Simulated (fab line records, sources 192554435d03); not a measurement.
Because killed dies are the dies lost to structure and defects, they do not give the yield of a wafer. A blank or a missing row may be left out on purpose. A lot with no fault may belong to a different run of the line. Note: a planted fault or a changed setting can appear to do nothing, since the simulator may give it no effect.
A single fault, viewed from 2 desks || flow n5Finfet || every desk sees just its own numbers, and what lay behind them comes last

== TOOL OWNER'S DESK, aldMetal-02 ==
The tool's own readings at N5_BEOL_M11_ALD_74 (deposits TaN, target thk 2 nm, pulse time 2 s, purge time 3 s): means of the sampled wafers that have a number, for each lot that ran on this tool. If a lot's mean is further than 4 standard deviations from the usual mean, the lot is out of limits and carries the mark OUT (the distance appears in the brackets).
Columns: A = heaterPowerOuterW at N5_BEOL_M11_ALD_74, usual 243 W; B = heaterPowerW at N5_BEOL_M11_ALD_74, usual 437 W
{"lot": "L210", "first seen here": "day 13 15:01", "A": 216, "B": 397}
{"lot": "L211", "first seen here": "day 14 02:22", "A": 211, "B": 398}
{"lot": "L222", "first seen here": "day 16 22:10", "A": 263, "B": 436}
This desk's finding: nothing out of limits on any of the 3 lots.

== FROM THE METROLOGY DESK ==
What the gauges read for every lot (on any tool): the sampled wafers with a number, averaged. If a lot's mean is further than 4 standard deviations from the usual mean, the lot is out of limits and carries the mark OUT (the distance appears in the brackets).
Columns: A = trenchDepthNm at N5_BEOL_M11_OCD_MEAS_38, usual 148 nm; B = cdNm at N5_BEOL_M11_CD_MEAS_35, usual 70.2 nm
{"lot": "L204", "first seen here": "day 11 04:02", "A": 146, "B": 70.1}
{"lot": "L212", "first seen here": "day 13 11:09", "A": 154, "B": 70.3}
{"lot": "L210", "first seen here": "day 13 14:04", "A": 152, "B": 70.6}
{"lot": "L211", "first seen here": "day 14 01:20", "A": 147, "B": 70.4}
{"lot": "L222", "first seen here": "day 16 20:53", "A": 151, "B": 69.7}
{"lot": "L223", "first seen here": "day 16 21:13", "A": 145, "B": 69.7}
This desk's finding: nothing out of limits on any of the 6 lots.

== BROUGHT TOGETHER ==
The tool owner's desk saw nothing out of limits.
Nothing out of limits was seen by the metrology desk.

== WHAT THE SIMULATOR PUT IN ==
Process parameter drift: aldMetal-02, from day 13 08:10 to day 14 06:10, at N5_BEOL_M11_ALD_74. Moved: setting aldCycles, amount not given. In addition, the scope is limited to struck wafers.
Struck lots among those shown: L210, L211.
